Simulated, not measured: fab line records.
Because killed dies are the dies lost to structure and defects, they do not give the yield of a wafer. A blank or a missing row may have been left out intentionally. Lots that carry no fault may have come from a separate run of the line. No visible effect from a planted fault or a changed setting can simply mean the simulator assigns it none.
fab line records	flow nand-harc
record: lots: 6	wafers: 18	last-day: 29
route steps=1302 shown P_CONTACT@235 P_M0@253 END@1302
lots that met no fault: from a run of the same line without faults
start-h: start of the lot's first displayed wafer, in hours after the record's first day	wait-h: hours since the lot's step before	" unchanged from the row above	L1.1+2: a single row standing in for several wafers	- value missing, or start not given	* or withheld: withheld	< > ~ a bound
route shown NAME@n: a module of which the file shows steps, and the number in the route of the first	usual: average and standard deviation across the fault-free wafers	same: alike in all rows	chamber/n: place in a boat	sites: per-site readings	_std_site: their standard deviation	_edge_site: mean of outer sites minus mean of inner sites	radius-mm: for every site, how far away it sits from the centre of the wafer	mask NAME#n: copy n	behind: the most recent tool/chamber to have shaped the wafer	hold: why the lot went on hold/how many hours it stayed there/how the hold came to an end	device: names the non-switching transistor (n, p or np)	end of line: the tests these same wafers got at the end of their route	a step with no rows: only its recipe	killed: at the first sort, the dies lost to defects and structure; wafer yield is something else	map: dies across one wafer; x = killed, . = not, _ = none there
set.NAME: setting as actually run; set.NAME@STEP: the setting as run at that earlier step	model.NAME: the simulator's own value behind a step, which no gauge read
lots seen at some steps along the route; tables by step, rows by wafer
services: the hour from which a tool's chamber was out of use, counted from the record's first day as start-h (under 0 if before that day), plus the number of hours and why
== steps ==
step: NHARC_P_CONTACT_DESCUM_17
recipe: time-s: 3	o2-flow-sccm: 200	ar-flow-sccm: 0	bias-power-w: 0	chemistry: O2
usual: drypump-motor-current-A: 5.8/0.4	oes-product-au: 0.999/0.011	rf-vpp-V: 57.9/0.85	showerhead-plenum-p-Torr: 1.96/0.079	throttle-valve-pct: 11.312/0.0095
lot.wafer	tool	chamber	start-h	wait-h	drypump-motor-current-A	oes-product-au	rf-hours-counter-h	rf-vpp-V	showerhead-plenum-p-Torr	throttle-valve-pct
L993.3	rie-diel-10	1	124.51	0.1	5.8	0.984	1.3	58.4	2.00	11.319
L993.4	"	2	"	"	5.0	0.986	1.0	57.0	1.94	11.313
L993.1	"	3	"	"	5.2	0.984	0.9	58.0	1.97	11.324
L997.2	rie-diel-10	2	154.54	0.1	5.0	0.993	2.0	55.6	1.94	11.308
L997.3	"	0	"	"	6.3	1.003	2.6	58.6	1.84	11.312
L997.6	"	2	"	"	5.0	0.995	-	56.6	1.94	11.310
L100.1	rie-diel-11	0	185.98	0.1	6.4	1.010	2.9	58.9	2.05	11.314
L100.4	"	0	"	"	6.4	0.998	-	58.4	2.05	11.311
L100.6	"	0	"	"	6.4	0.994	-	57.6	2.05	11.317
L102.3	rie-diel-11	3	207.08	0.1	5.6	0.992	4.2	58.9	2.04	11.307
L102.2	"	2	"	"	5.7	1.003	3.3	58.7	2.04	11.317
L102.4	"	3	"	"	5.6	0.992	-	58.8	2.04	11.315
L104.1	rie-diel-12	2	230.69	0.1	5.9	0.987	7.2	56.5	1.93	11.291
L104.3	"	3	"	"	5.6	0.999	7.3	58.9	1.86	11.314
L104.5	"	3	"	"	5.6	1.009	-	56.8	1.86	11.298
L105.2	rie-diel-11	1	233.29	0.1	6.1	1.006	1.3	57.5	1.93	11.325
L105.5	"	2	"	"	5.7	1.005	-	57.4	2.04	11.312
L105.6	"	3	"	"	5.6	0.995	-	57.6	2.04	11.315
step: NHARC_P_CONTACT_ETCH_35
recipe: target-depth-a: 390	over-etch-frac: 0.3	time-s: 65	ion-energy-ev: 80	cf4-flow-sccm: 150	ar-flow-sccm: 0	rf-w: 300	bias-w: 100	chemistry: CF4
step: NHARC_P_CONTACT_ETCH_36
recipe: target-depth-a: 2600	over-etch-frac: 0.25	time-s: 406.25	ion-energy-ev: 200	n2-flow-sccm: 150	h2-flow-sccm: 150	ar-flow-sccm: 0	rf-w: 400	bias-w: 150	chemistry: N2/H2
usual: drypump-motor-current-A: 5.8/0.4	h2-flow-sccm: 150.0/0.42	oes-product-au: 1.000/0.011	rf-vpp-V: 431.8/2.6	showerhead-plenum-p-Torr: 2.09/0.09	throttle-valve-pct: 14.172/0.01
lot.wafer	tool	chamber	start-h	wait-h	drypump-motor-current-A	h2-flow-sccm	oes-product-au	rf-hours-counter-h	rf-vpp-V	showerhead-plenum-p-Torr	throttle-valve-pct
L993.1	rie-diel-10	3	-	-	5.2	149.8	0.986	1.1	432.2	2.10	14.191
L993.3	"	0	"	"	6.2	150.1	0.999	1.5	426.7	1.96	14.179
L993.4	"	2	"	"	5.0	149.9	1.002	1.2	430.6	2.07	14.176
L997.3	rie-diel-10	0	-	-	6.2	150.3	0.996	2.6	428.7	1.96	14.176
L997.2	"	3	"	"	5.2	149.8	0.980	2.2	431.0	2.10	14.187
L997.6	"	1	"	"	5.8	149.3	0.990	-	433.6	2.13	14.169
L100.1	rie-diel-11	3	186.24	0.1	5.6	149.9	1.001	2.9	434.3	2.18	14.178
L100.4	"	3	"	"	5.6	150.4	1.008	-	435.3	2.18	14.149
L100.6	"	0	"	"	6.4	150.1	1.004	-	435.1	2.19	14.162
L102.2	rie-diel-11	3	-	-	5.6	150.7	0.998	4.3	432.9	2.18	14.170
L102.3	"	0	"	"	6.5	149.3	1.005	4.4	433.9	2.19	14.174
L102.4	"	3	"	"	5.6	150.6	0.995	-	433.7	2.18	14.164
L104.3	rie-diel-12	0	-	-	6.1	150.1	1.002	6.9	427.5	1.93	14.187
L104.1	"	1	"	"	5.4	150.6	0.999	8.6	433.5	2.14	14.171
L104.5	"	0	"	"	6.2	149.5	1.010	-	427.5	1.93	14.158
L105.2	rie-diel-11	0	-	-	6.4	150.2	1.001	5.3	435.7	2.19	14.153
L105.6	"	0	"	"	6.4	149.4	1.009	-	433.5	2.19	14.173
L105.5	"	1	"	"	6.2	150.1	1.017	-	431.3	2.05	14.175
step: NHARC_P_CONTACT_ETCH_18
recipe: target-depth-a: 4810	time-s: 240.5	c4f8-flow-sccm: 20	o2-flow-sccm: 10	ar-flow-sccm: withheld	rf-w: 600	bias-w: 1500	chemistry: C4F8/O2/Ar
usual: oes-product-au: 0.952/0.023	rf-vpp-V: 981/5.6
lot.wafer	tool	chamber	start-h	wait-h	oes-product-au	rf-hours-counter-h	rf-vpp-V
L993.4	rie-diel-10	0	-	-	0.918	1.7	973
L993.1	"	1	"	"	0.920	1.5	983
L993.3	"	2	"	"	0.915	1.3	982
L997.2	rie-diel-10	2	-	-	0.917	2.2	980
L997.3	"	3	"	"	0.919	2.3	982
L997.6	"	2	"	"	0.924	-	981
L100.1	rie-diel-11	3	186.73	0.4	0.927	3.2	987
L100.4	"	3	"	"	0.926	-	987
L100.6	"	3	"	"	0.926	-	988
L102.3	rie-diel-11	3	-	-	0.960	4.5	988
L102.2	"	2	"	"	0.968	3.6	986
L102.4	"	3	"	"	0.970	-	987
L104.3	rie-diel-12	0	-	-	0.985	7.1	971
L104.1	"	2	"	"	0.956	7.4	980
L104.5	"	3	"	"	0.958	-	973
L105.2	rie-diel-11	3	-	-	0.961	5.3	986
L105.6	"	2	"	"	0.963	-	986
L105.5	"	3	"	"	0.960	-	986
step: NHARC_P_CONTACT_STRIP_37
recipe: c4f8-flow-sccm: withheld	o2-flow-sccm: 8	ar-flow-sccm: withheld	bias-w: 0	chemistry: C4F8/O2/Ar
step: NHARC_P_CONTACT_ETCH_31
recipe: target-depth-a: 300	time-s: 85.7	ion-energy-ev: 120	over-etch-frac: 1	ch3f-flow-sccm: 50	o2-flow-sccm: 30	ar-flow-sccm: 200	rf-w: 500	bias-w: 100	chemistry: CH3F/O2
step: NHARC_P_CONTACT_CD_MEAS_19
usual: cd-nm: 90.7/1.7
lot.wafer	tool	chamber	start-h	wait-h	cd-nm
L993.1	cd-sem-03	-	125.42	-	90.4
L993.3	"	-	"	"	86.9
L993.4	"	-	"	"	88.6
L997.2	cd-sem-03	-	155.42	-	90.6
L997.3	"	-	"	"	89.6
L997.6	"	-	"	"	88.3
L100.1	cd-sem-03	-	187.31	0.2	91.4
L100.4	"	-	"	"	90.7
L100.6	"	-	"	"	92.1
L102.2	cd-sem-03	-	208.10	-	91.0
L102.3	"	-	"	"	94.0
L102.4	"	-	"	"	91.3
L104.1	cd-sem-03	-	231.56	-	92.6
L104.3	"	-	"	"	89.0
L104.5	"	-	"	"	89.8
L105.2	cd-sem-03	-	234.63	-	92.0
L105.5	"	-	"	"	91.8
L105.6	"	-	"	"	92.3
step: NHARC_P_CONTACT_STRIP_28
recipe: o2-flow-sccm: 500	ar-flow-sccm: 0	bias-w: 0	chemistry: O2
step: NHARC_P_CONTACT_STRIP_29
recipe: time-s: 1200	temp-c: 72.5	chemistry: post-etch-residue-remover
step: NHARC_P_CONTACT_DEGAS_38
recipe: temp-c: 300	time-s: 60
step: NHARC_P_CONTACT_PRE_CLEAN_39
recipe: time-s: 19.5	bias-v: 250	gas: Ar
step: NHARC_P_CONTACT_PVD_32
recipe: target-thk-a: 50	chamber-pressure-pa: 5	power-w: 5000	substrate-temp-c: 200	time-s: 17.7	material: Ti
step: NHARC_P_CONTACT_ALD_22
recipe: target-thk-a: 30	pulse-time-s: 1	ald-cycles: 150	temp-c: 450	material: TiN
usual: heater-power-w: 1065/110	precursor-pulse-height-rel: 0.997/0.022
lot.wafer	tool	chamber	start-h	wait-h	heater-power-w	precursor-pulse-height-rel
L993.3	ald-metal-03	1	126.39	-	990	0.986
L993.4	"	2	"	"	1192	0.992
L993.1	"	3	"	"	956	0.972
L997.3	ald-metal-01	3	156.40	-	1192	1.011
L997.2	"	0	"	"	1005	0.983
L997.6	"	3	"	"	1161	0.977
L100.1	ald-metal-03	3	188.31	-	953	0.956
L100.4	"	0	"	"	1055	1.010
L100.6	"	1	"	"	977	1.011
L102.3	ald-metal-04	0	209.07	-	1084	0.998
L102.4	"	1	"	"	1174	0.997
L102.2	"	2	"	"	979	1.032
L104.3	ald-metal-04	1	232.51	-	1185	1.002
L104.1	"	2	"	"	969	1.002
L104.5	"	1	"	"	1183	0.979
L105.2	ald-metal-04	0	235.58	-	1065	1.012
L105.5	"	0	"	"	1091	1.022
L105.6	"	1	"	"	1159	0.977
step: NHARC_P_CONTACT_CVD_23
recipe: target-thk-a: 2000	temp-c: 300	pressure-torr: 40	wf6-flow-sccm: 40	h2-flow-sccm: 1600	ar-flow-sccm: 1560	time-s: 557	material: W
step: NHARC_P_CONTACT_CMP_24
recipe: t-overpolish-s: 30	target-thk-nm: 200
usual: motor-current-A: 11.5/1.1	overpolish-run-s: 29.999/0.0083	time-to-endpoint-s: 39.7/2.5
lot.wafer	tool	chamber	start-h	wait-h	motor-current-A	overpolish-run-s	time-to-endpoint-s
L993.4	cmp-02	3	127.77	0.5	11.0	29.997	37.4
L993.3	"	1	"	"	12.9	29.979	34.3
L993.1	"	2	"	"	10.9	30.002	39.3
L997.3	cmp-04	3	157.28	0.4	11.9	29.986	39.8
L997.2	"	0	"	"	13.1	30.001	41.2
L997.6	"	2	"	"	12.9	30.003	39.8
L100.4	cmp-03	0	189.13	0.3	9.7	30.001	41.1
L100.1	"	3	"	"	9.2	29.997	38.6
L100.6	"	1	"	"	12.5	29.990	40.0
L102.3	cmp-03	0	209.91	0.4	9.8	30.012	41.7
L102.2	"	2	"	"	12.0	29.998	40.8
L102.4	"	3	"	"	10.1	29.994	40.6
L104.3	cmp-03	2	233.44	0.4	12.4	29.995	36.8
L104.1	"	3	"	"	10.2	29.989	38.1
L104.5	"	1	"	"	12.4	30.013	40.0
L105.2	cmp-04	0	236.43	0.5	12.7	29.980	33.4
L105.6	"	0	"	"	13.9	29.990	37.4
L105.5	"	1	"	"	10.9	30.002	33.5
step: NHARC_P_CONTACT_SRD_26
step: NHARC_P_M0_DEP_00
recipe: target-thk-a: 1500	target-thk-nm: 150	temp-c: withheld	pressure-torr: 5	flow-sccm: 200	rf-w: 600	material: SiOC
step: NHARC_P_M0_DEHYDRATE_01
recipe: temp-c: 150	time-s: 120
step: NHARC_P_M0_HMDS_02
recipe: time-s: 30
step: NHARC_P_M0_COAT_33
recipe: temp-c: 200	time-s: 65
step: NHARC_P_M0_COAT_03
recipe: spin-rpm: 1500	resist-thk-nm: 90
step: NHARC_P_M0_SOFTBAKE_04
recipe: temp-c: 105	time-s: 55
step: NHARC_P_M0_EBR_05
step: NHARC_P_M0_EXPOSE_06
recipe: na: 1.35	target-cd-nm: 90	dose-mj: 81.28	mask-id: P_M0
step: NHARC_P_M0_PEB_07
recipe: peb-temp-c: 100	peb-time-s: 65
step: NHARC_P_M0_DEVELOP_08
recipe: develop-time-s: 35	dev-temp-c: 23
step: NHARC_P_M0_CD_MEAS_09
recipe: target-cd-nm: 90	landing-energy-ev: 500
usual: cd-nm: 90.3/0.69
lot.wafer	tool	chamber	start-h	wait-h	cd-nm
L993.1	cd-sem-01	0	129.06	-	89.6
L993.3	"	0	"	"	89.6
L993.4	"	0	"	"	90.2
L997.2	cd-sem-02	0	158.59	-	90.0
L997.3	"	0	"	"	91.0
L997.6	"	0	"	"	91.0
L100.1	cd-sem-01	0	190.33	-	90.9
L100.4	"	0	"	"	90.8
L100.6	"	0	"	"	90.6
L102.2	cd-sem-03	0	211.22	-	89.5
L102.3	"	0	"	"	89.9
L102.4	"	0	"	"	90.3
L104.1	cd-sem-01	0	234.70	-	89.5
L104.3	"	0	"	"	89.8
L104.5	"	0	"	"	90.6
L105.2	cd-sem-03	0	237.61	-	88.6
L105.5	"	0	"	"	89.9
L105.6	"	0	"	"	89.6
step: NHARC_P_M0_OVL_MEAS_10
recipe: pitch-nm: 180
usual: overlay-x-nm: -0.3/0.86	overlay-y-nm: -0.2/0.87
lot.wafer	tool	chamber	start-h	wait-h	overlay-x-nm	overlay-y-nm
L993.1	overlay-02	-	129.15	-	0.3	0.5
L993.3	"	-	"	"	0.3	-0.5
L993.4	"	-	"	"	-0.1	0.3
L997.2	overlay-02	-	158.68	-	-0.6	-0.1
L997.3	"	-	"	"	-0.6	0.4
L997.6	"	-	"	"	-1.7	-1.0
L100.1	overlay-02	-	190.42	-	-1.0	-0.8
L100.4	"	-	"	"	-0.2	-0.2
L100.6	"	-	"	"	-0.9	-0.4
L102.2	overlay-01	-	211.30	-	1.1	-1.2
L102.3	"	-	"	"	1.1	-1.0
L102.4	"	-	"	"	1.4	-1.0
L104.1	overlay-01	-	234.79	-	0.2	-1.6
L104.3	"	-	"	"	0.2	-2.4
L104.5	"	-	"	"	0.7	-2.0
L105.2	overlay-02	-	237.70	-	-0.5	-1.5
L105.5	"	-	"	"	0.0	-1.3
L105.6	"	-	"	"	-0.4	-1.5
step: NHARC_P_M0_DESCUM_14
recipe: time-s: 3	o2-flow-sccm: 200	ar-flow-sccm: 0	bias-power-w: 0	chemistry: O2
usual: drypump-motor-current-A: 5.8/0.36	oes-product-au: 0.995/0.011	rf-vpp-V: 57.6/0.88	showerhead-plenum-p-Torr: 1.88/0.093	throttle-valve-pct: 11.310/0.009
lot.wafer	tool	chamber	start-h	wait-h	drypump-motor-current-A	oes-product-au	rf-hours-counter-h	rf-vpp-V	showerhead-plenum-p-Torr	throttle-valve-pct
L993.3	rie-diel-03	0	129.25	0.1	5.9	0.986	1	56.6	1.79	11.313
L993.1	"	2	"	"	6.0	0.989	2	56.8	1.95	11.320
L993.4	"	3	"	"	5.7	0.996	1	56.9	1.79	11.307
L997.3	rie-diel-03	3	158.79	0.1	5.7	1.000	6	57.7	1.79	11.312
L997.2	"	1	"	"	5.8	0.986	7	58.0	1.96	11.314
L997.6	"	3	"	"	5.7	1.005	-	57.7	1.79	11.323
L100.1	rie-diel-03	2	190.53	0.1	6.0	0.990	7	58.7	1.95	11.294
L100.4	"	3	"	"	5.7	0.998	12	56.8	1.79	11.312
L100.6	"	2	"	"	6.1	0.988	-	58.0	1.95	11.309
L102.2	rie-diel-03	0	211.40	0.1	6.0	0.999	16	57.4	1.78	11.303
L102.3	"	1	"	"	5.8	0.980	17	57.3	1.96	11.316
L102.4	"	2	"	"	6.0	0.997	11	57.3	1.95	11.314
L104.1	rie-diel-03	1	234.89	0.1	5.7	0.981	20	57.0	1.95	11.318
L104.3	"	2	"	"	6.1	1.008	15	57.9	1.95	11.325
L104.5	"	1	"	"	5.7	0.995	-	58.0	1.96	11.326
L105.2	rie-diel-03	0	237.80	0.1	6.0	0.987	21	57.8	1.78	11.316
L105.5	"	3	"	"	5.7	1.003	-	56.2	1.78	11.307
L105.6	"	0	"	"	5.9	0.983	-	57.0	1.78	11.313
step: NHARC_P_M0_ETCH_34
recipe: target-depth-a: 400	overetch-a: 120	time-s: 43.94	ion-energy-ev: 200	n2-flow-sccm: 150	h2-flow-sccm: 150	ar-flow-sccm: 0	rf-w: 400	bias-w: 150	chemistry: N2/H2
step: NHARC_P_M0_ETCH_15
recipe: target-depth-a: 1500	overetch-a: 150	time-s: 82.5	c4f8-flow-sccm: withheld	ar-flow-sccm: 400	rf-w: 600	bias-w: 300	chemistry: C4F8/Ar
step: NHARC_P_M0_CD_MEAS_16
usual: cd-nm: 90.3/0.86
lot.wafer	tool	chamber	start-h	wait-h	cd-nm
L993.1	cd-sem-01	-	129.55	-	89.8
L993.3	"	-	"	"	89.4
L993.4	"	-	"	"	90.5
L997.2	cd-sem-01	-	159.09	-	90.6
L997.3	"	-	"	"	91.4
L997.6	"	-	"	"	91.0
L100.1	cd-sem-01	-	190.82	-	91.1
L100.4	"	-	"	"	91.7
L100.6	"	-	"	"	91.1
L102.2	cd-sem-03	-	212.17	-	89.4
L102.3	"	-	"	"	90.3
L102.4	"	-	"	"	90.5
L104.1	cd-sem-03	-	235.18	-	90.3
L104.3	"	-	"	"	90.6
L104.5	"	-	"	"	90.5
L105.2	cd-sem-01	-	238.10	-	89.5
L105.5	"	-	"	"	89.7
L105.6	"	-	"	"	89.6
step: NHARC_P_M0_STRIP_18
recipe: power-w: 1000	n2-flow-sccm: 150	h2-flow-sccm: 150	ar-flow-sccm: 0	bias-w: 0	chemistry: N2/H2
step: NHARC_P_M0_STRIP_19
recipe: time-s: 600	temp-c: 30	chemistry: post-etch-residue-remover
step: NHARC_P_M0_DEGAS_28
recipe: temp-c: 250	time-s: 60
step: NHARC_P_M0_PRE_CLEAN_29
recipe: time-s: 30	temp-c: 280	gas: H2/He
step: NHARC_P_M0_PVD_20
recipe: target-thk-a: 50	bias-v: 168.6	power-w: 15000	chamber-pressure-pa: 0.12	time-s: 8.06	substrate-temp-c: 50	material: TaN
step: NHARC_P_M0_PVD_21
recipe: target-thk-a: 300	chamber-pressure-pa: 5	power-w: 5000	substrate-temp-c: 30	time-s: 20.49	material: Cu
step: NHARC_P_M0_ECD_22
recipe: target-thk-a: 4000	bath-temp-c: 25	material: Cu
step: NHARC_END_SORT_01
recipe: temp-c: 25
usual: killed-at-array: 51/18	killed-at-other: 1.0/1.2	killed-at-periphery: 3.7/2.9	killed-dies: 55/19	killed-open: 3.5/1.9	killed-short: 2.6/1.6
same: gross-dies: 677
lot.wafer	tool	chamber	start-h	wait-h	killed-at-array	killed-at-other	killed-at-periphery	killed-dies	killed-open	killed-short
L104.1	prober-01	0	682.91	2.5	26	0	74	100	1	1
L104.3	prober-01	0	684.54	3.1	32	0	56	88	3	3
L104.5	prober-01	0	686.18	3.8	26	0	60	86	5	3
L105.2	prober-02	0	683.71	2.8	75	0	67	142	2	3
L105.5	prober-02	0	686.09	3.7	71	0	63	134	2	3
L105.6	prober-02	0	686.89	4.0	86	0	66	152	0	0
killed by level:class
L104.1 P_CONTACT:unspecified=70 A_CHANNEL_HOLE_D1:chamber-film-flake=11 A_STAIRCASE:chamber-film-flake=4 P_GATE:chamber-film-flake=3 A_CHANNEL_HOLE_D2:chamber-film-flake=3 A_SLIT:chamber-film-flake=2 A_WL_FILL:chamber-film-flake=2 A_CHANNEL_HOLE_D2:geometric-particle:open=1
L105.2 P_CONTACT:unspecified=62 A_CHANNEL_HOLE_D1:chamber-film-flake=38 A_SLIT:chamber-film-flake=12 P_GATE:chamber-film-flake=5 A_CHANNEL_HOLE_D2:chamber-film-flake=5 A_STAIRCASE:chamber-film-flake=4 A_CONTACT:chamber-film-flake=4 A_CHANNEL_FILL_D2:chamber-film-flake=3
L104.3 P_CONTACT:unspecified=54 A_STAIRCASE:chamber-film-flake=7 A_CHANNEL_HOLE_D1:chamber-film-flake=5 A_SLIT:chamber-film-flake=4 A_CHANNEL_FILL_D2:chamber-film-flake=3 A_DECK1_JOINT:chamber-film-flake=2 A_CHANNEL_HOLE_D2:chamber-film-flake=2 A_WL_FILL:chamber-film-flake=2
L105.5 P_CONTACT:unspecified=57 A_CHANNEL_HOLE_D1:chamber-film-flake=38 A_SLIT:chamber-film-flake=10 P_GATE:chamber-film-flake=5 A_STAIRCASE:chamber-film-flake=5 A_CHANNEL_HOLE_D2:chamber-film-flake=4 A_CHANNEL_FILL_D2:chamber-film-flake=2 A_SGD_CUT:chamber-film-flake=2
L104.5 P_CONTACT:unspecified=55 A_CHANNEL_HOLE_D2:chamber-film-flake=7 A_STAIRCASE:chamber-film-flake=7 A_CHANNEL_HOLE_D2:geometric-particle:open=2 A_CHANNEL_HOLE_D1:chamber-film-flake=2 A_SLIT:chamber-film-flake=2 P_ZERO_WELL:geometric-particle:short=1 P_GATE:geometric-particle:open=1
L105.6 P_CONTACT:unspecified=60 A_CHANNEL_HOLE_D1:chamber-film-flake=33 A_SLIT:chamber-film-flake=26 A_CHANNEL_HOLE_D2:chamber-film-flake=16 P_GATE:chamber-film-flake=6 A_STAIRCASE:chamber-film-flake=5 A_CHANNEL_FILL_D2:chamber-film-flake=2 A_SGD_CUT:chamber-film-flake=2
map L104.1 (x killed, . not)
____________.____________
_________......._________
_______..........._______
______.......x.....______
_____..............._____
____..........x..x...____
____..x..............____
___............x......___
___.......x....x......___
__.....................__
__.............xx......__
_...........x..xxx......_
_.............x........x_
_..............x.x.x...._
_............x...x......_
_......................._
................x........
............x............
...xx.......x.....x......
.........x..x.x..........
....xx..xxx.x.x..........
_.......xxxxxx.........._
_........xxxxxxx........_
_........xxxxxx........._
_......xxxxxxxxx........_
_......xxxxxxxxx........_
__....x.xxxxxxxxx......__
__...x..x.xxxxxx.......__
___....x..xxx.x......x___
___.....x..x..........___
____..............x..____
____.................____
_____..............._____
______.............______
_______..........._______
_________......._________
____________.____________
map L105.6 (x killed, . not)
____________.____________
_________x.x...._________
_______xxxxx......_______
______xxxxx........______
_____xxxxxxxx......._____
____xxxxxxxxx.x......____
____xxxxxxxxx........____
___...xxxxxx..........___
___..xxxxxx...xxxxx.x.___
__.....xxxxx.x.xxxx....__
__...x.xx.....xxxxxxx..__
_....x..x.....xxxxx....._
_............xxxxxx....._
_.............xxxxxx...._
_.............xxxxxx...x_
_..x..........xxxxxx...._
x.............xxx.xx.....
..............xxxxxx....x
............xxxxxxx......
.............xxxx.x......
...............xxxx......
_............x...xxx...._
_...x...........xx......_
_..............x........_
_......................._
_......................._
__............x........__
__.x...................__
___...................___
___...................___
____.................____
____...............x.____
_____...........x..._____
______..........x..______
_______..........._______
_________......._________
____________.____________
== services ==
tool	chamber	start-h	hours	kind
rie-diel-03	-	104.30	9.0	pm
rie-diel-10	1	110.60	5.4	repair
cmp-04	-	111.00	4.0	pm
rie-diel-12	0	115.28	16.0	repair
ald-metal-04	-	118.00	10.0	pm
rie-diel-11	1	132.26	13.9	repair
ald-metal-03	1	140.09	16.7	repair
cmp-03	-	142.79	1.1	repair
rie-diel-11	1	147.33	69.9	repair
cmp-03	-	148.42	1.3	repair
cmp-03	-	155.87	0.5	repair
rie-diel-03	2	160.00	17.2	repair
cmp-03	-	162.00	4.0	pm
rie-diel-03	-	164.59	0.7	repair
rie-diel-12	2	172.01	11.2	repair
rie-diel-11	2	184.04	6.3	repair
rie-diel-03	0	196.81	3.7	repair
rie-diel-10	0	210.85	4.1	repair
rie-diel-11	-	213.69	3.7	repair
rie-diel-12	-	227.82	1.0	repair
rie-diel-11	1	227.92	5.0	repair
cmp-03	-	232.88	0.3	repair
cmp-03	-	235.72	1.1	repair
ald-metal-04	3	236.19	3.8	repair
== key ==
first-sign: step: NHARC_END_SORT_01	reading: killed-at-periphery	direction: up	sigmas: 21	usual: 3.7	struck: 64.3
effect: step: NHARC_END_SORT_01	reading: killed-dies	direction: up	sigmas: 3.3	usual: 55	struck: 117
more-kills-born-at: NHARC_P_CONTACT_ALD_22@ald-metal-04: 358
met-at NHARC_P_CONTACT_ALD_22
struck-wafers L104.1,L104.3,L104.5,L105.2,L105.5,L105.6
tester-left-out L104,L105
onset-between 209.07 232.51
also-fits time
fault: kind: chamber-particle-source	tool: ald-metal-04	chamber: -	onset-h: 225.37	steps: NHARC_P_CONTACT_ALD_22	rate-per-visit-cm2: 0.43057	end-h: 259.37
tester-left-out: of these lots the tester's yield and bins aren't shown, on N5 and GAA mostly nor the transistor test; their killed dies are dies lost to structure and defects alone, not to doping, threshold or leakage, so they don't give the yield
